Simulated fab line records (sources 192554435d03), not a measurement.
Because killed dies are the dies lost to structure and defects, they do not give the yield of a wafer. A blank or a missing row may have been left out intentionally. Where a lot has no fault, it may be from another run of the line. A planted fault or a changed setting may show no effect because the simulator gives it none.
Matching of chambers || flow n5Finfet || N5_SPACER0_ALD_00 on aldSin-01: 4 sister chambers
The step deposits SiOCN, target thk 3.5 nm, pulse time 3 s, purge time 2 s. 8 wafers are shown with their chamber, then 9 later ones without.

EACH WAFER AND ITS CHAMBER
{"wafer": "L074.5", "chamber": 0, "heaterPowerW (W)": 800, "precursorPulseHeightRel": 1.015}
{"wafer": "L076.4", "chamber": 0, "heaterPowerW (W)": 821, "precursorPulseHeightRel": 1.000}
{"wafer": "L083.3", "chamber": 3, "heaterPowerW (W)": 828, "precursorPulseHeightRel": 0.992}
{"wafer": "L083.4", "chamber": 1, "heaterPowerW (W)": 887, "precursorPulseHeightRel": 1.016}
{"wafer": "L083.6", "chamber": 2, "heaterPowerW (W)": 978, "precursorPulseHeightRel": 1.012}
{"wafer": "L094.1", "chamber": 1, "heaterPowerW (W)": 879, "precursorPulseHeightRel": 1.006}
{"wafer": "L094.2", "chamber": 3, "heaterPowerW (W)": 784, "precursorPulseHeightRel": 0.988}
{"wafer": "L094.3", "chamber": 2, "heaterPowerW (W)": 967, "precursorPulseHeightRel": 1.028}

WAFERS WHOSE CHAMBER IS MISSING
{"wafer": "L094.4", "heaterPowerW (W)": 990, "precursorPulseHeightRel": 0.980}
{"wafer": "L094.5", "heaterPowerW (W)": 862, "precursorPulseHeightRel": 1.035}
{"wafer": "L094.6", "heaterPowerW (W)": 796, "precursorPulseHeightRel": 1.015}
{"wafer": "L096.1", "heaterPowerW (W)": 788, "precursorPulseHeightRel": 1.002}
{"wafer": "L096.2", "heaterPowerW (W)": 887, "precursorPulseHeightRel": 0.997}
{"wafer": "L096.3", "heaterPowerW (W)": 962, "precursorPulseHeightRel": 0.991}
{"wafer": "L096.4", "heaterPowerW (W)": 775, "precursorPulseHeightRel": 1.010}
{"wafer": "L096.5", "heaterPowerW (W)": 790, "precursorPulseHeightRel": 0.995}
{"wafer": "L096.6", "heaterPowerW (W)": 996, "precursorPulseHeightRel": 0.991}

CHAMBER TAKEN BY EACH
{"wafer": "L094.4", "from the rows above": 2, "in truth": 2}
{"wafer": "L094.5", "from the rows above": "can't be placed: 1 or 0", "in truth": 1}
{"wafer": "L094.6", "from the rows above": "can't be placed: 0 or 3", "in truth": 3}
{"wafer": "L096.1", "from the rows above": "can't be placed: 0 or 3", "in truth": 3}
{"wafer": "L096.2", "from the rows above": 1, "in truth": 1}
{"wafer": "L096.3", "from the rows above": "can't be placed: 2 or 1", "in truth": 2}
{"wafer": "L096.4", "from the rows above": "can't be placed: 0 or 3", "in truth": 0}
{"wafer": "L096.5", "from the rows above": "can't be placed: 3 or 0", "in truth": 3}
{"wafer": "L096.6", "from the rows above": 2, "in truth": 2}
Correctly placed: 3 of 9. From these rows, 6 cannot be placed; in 6 the true chamber is one of the candidates. Wrongly placed: 0.
How it was worked out, from the rows above alone: a wafer's distance from a chamber is the root of the sum, over the readings, of the square of ((its reading less the chamber's mean) divided by the reading's scatter). If the next closest chamber is less than 2 further off than the closest, the wafer can't be placed; otherwise it belongs to the closest. For every chamber, the mean is computed from those of its wafers that are shown. The scatter is the square root of a quotient: the sum, over the shown wafers, of each reading's squared deviation from its chamber's mean, divided by wafers minus chambers.
